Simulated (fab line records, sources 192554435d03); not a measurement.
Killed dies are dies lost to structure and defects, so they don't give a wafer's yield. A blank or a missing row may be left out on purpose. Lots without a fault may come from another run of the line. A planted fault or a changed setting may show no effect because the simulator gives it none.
Chamber matching | flow n5_finfet | N5_HKMG_FIN_CVD_62 on thermal_cvd_si-02: 3 sister chambers
The step deposits a-Si from Si2H6, target thk 3 nm, time 20.8 s. 3 wafers are shown with their chamber, then 12 later ones without.

WAFERS WITH THEIR CHAMBER
wafer  | chamber | heater_power_w (W)
L091.6 | 0       | 1486
L093.2 | 2       | 1587
L093.5 | 1       | 1550

WAFERS WITHOUT THEIR CHAMBER
wafer  | heater_power_w (W)
L095.1 | 1502
L095.2 | 1536
L095.3 | 1538
L095.4 | 1535
L095.5 | 1509
L095.6 | 1539
L097.1 | 1525
L097.2 | 1512
L097.3 | 1505
L097.4 | 1534
L097.5 | 1563
L097.6 | 1497

WHICH CHAMBER EACH WENT THROUGH
wafer  | from the rows above     | in truth
L095.1 | can't be placed: 0 or 1 | 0
L095.2 | 1                       | 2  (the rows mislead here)
L095.3 | 1                       | 1
L095.4 | can't be placed: 1 or 0 | 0
L095.5 | can't be placed: 0 or 1 | 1
L095.6 | 1                       | 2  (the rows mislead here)
L097.1 | can't be placed: 1 or 0 | 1
L097.2 | can't be placed: 0 or 1 | 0
L097.3 | can't be placed: 0 or 1 | 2
L097.4 | can't be placed: 1 or 0 | 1
L097.5 | can't be placed: 1 or 2 | 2
L097.6 | 0                       | 0
Placed correctly: 2 of 12. Can't be placed from these rows: 8 (the true chamber is among the candidates in 7). Placed wrongly: 2.
How it was worked out, from the rows above alone: a wafer's distance from a chamber is the root of the sum, over the readings, of the square of ((its reading less the chamber's mean) divided by the reading's scatter). The wafer belongs to the nearest chamber; if the next one is less than 2 further off, it can't be placed. A chamber's mean is the mean of its shown wafers. The scatter: with one shown wafer a chamber, the root of the mean of the squares of how far each hidden wafer lies from its nearest shown one.
